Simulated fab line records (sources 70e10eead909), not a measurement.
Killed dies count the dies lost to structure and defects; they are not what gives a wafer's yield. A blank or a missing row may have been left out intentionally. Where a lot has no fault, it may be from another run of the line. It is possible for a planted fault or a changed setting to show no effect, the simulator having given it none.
Shared-tool check -- flow nandHarc -- 1 lot, 3 wafers sampled

## THE REASON FOR OPENING IT
At NHARC_END_SORT_01 the reading killedDies is flagged on 1 of 1 lot. Wafers without a fault read 60, standard deviation 19.
Rule: a lot gets a flag if all its wafers with a number sit over 4 standard deviations from that mean, or if no wafer of it has a number. The rest of the lots are taken to be sound.

lot,measured,on,"killedDies, wafer by wafer",flag
L916,day 28 20:43,prober-02,632 638 639,FLAGGED
Average over the flagged lots: 636; offset from the usual +576, equal to +30 standard deviations.

## EACH LOT AND THE TOOL IT RAN ON
Before the reading, the record contains 3 process steps out of a 1302-step route. Read each cell as the tool, then ch plus the chambers that the sampled wafers visited, then the start.
lot,flag,NHARC_A_SLIT_DEP_00,NHARC_A_BONDPAD_DEP_00,NHARC_A_BONDPAD_DESCUM_11
L916,FLAGGED,"aclDep-01 ch 0, day 23 23:11",no row,no row
What these steps do:
- NHARC_A_SLIT_DEP_00: deposits aC, target thk 6200 nm.
- NHARC_A_BONDPAD_DEP_00: deposits SiCN, target thk 250 nm.
- NHARC_A_BONDPAD_DESCUM_11: chemistry O2, time 3 s.
- NHARC_END_SORT_01

## FLAGGED AGAINST TOTAL, ONE TOOL AT A TIME (gauges that did the reading follow at the end)
step,tool,lots run,flagged,share of the flagged lots,sound lots run after its first flagged lot
NHARC_A_SLIT_DEP_00,aclDep-01,1,1,all,0
NHARC_END_SORT_01,prober-02,1,1,all,0

## WHAT THE TABLE ALLOWS
2 rows of the table ran every flagged lot: aclDep-01 at NHARC_A_SLIT_DEP_00, prober-02 at NHARC_END_SORT_01.
- aclDep-01 at NHARC_A_SLIT_DEP_00: 1 of its 1 lot flagged. With no sound lot run before its first flagged lot in this sample, there is nothing to narrow down the start.
- prober-02 at NHARC_END_SORT_01: 1 of its 1 lot flagged. With no sound lot run before its first flagged lot in this sample, there is nothing to narrow down the start.
Because each of these 2 tools fits a fault that began at some hour, counting lots does not separate them. More lots, or a look at what each step does to the wafer, might.

## WHAT THE SIMULATOR HAD PUT IN
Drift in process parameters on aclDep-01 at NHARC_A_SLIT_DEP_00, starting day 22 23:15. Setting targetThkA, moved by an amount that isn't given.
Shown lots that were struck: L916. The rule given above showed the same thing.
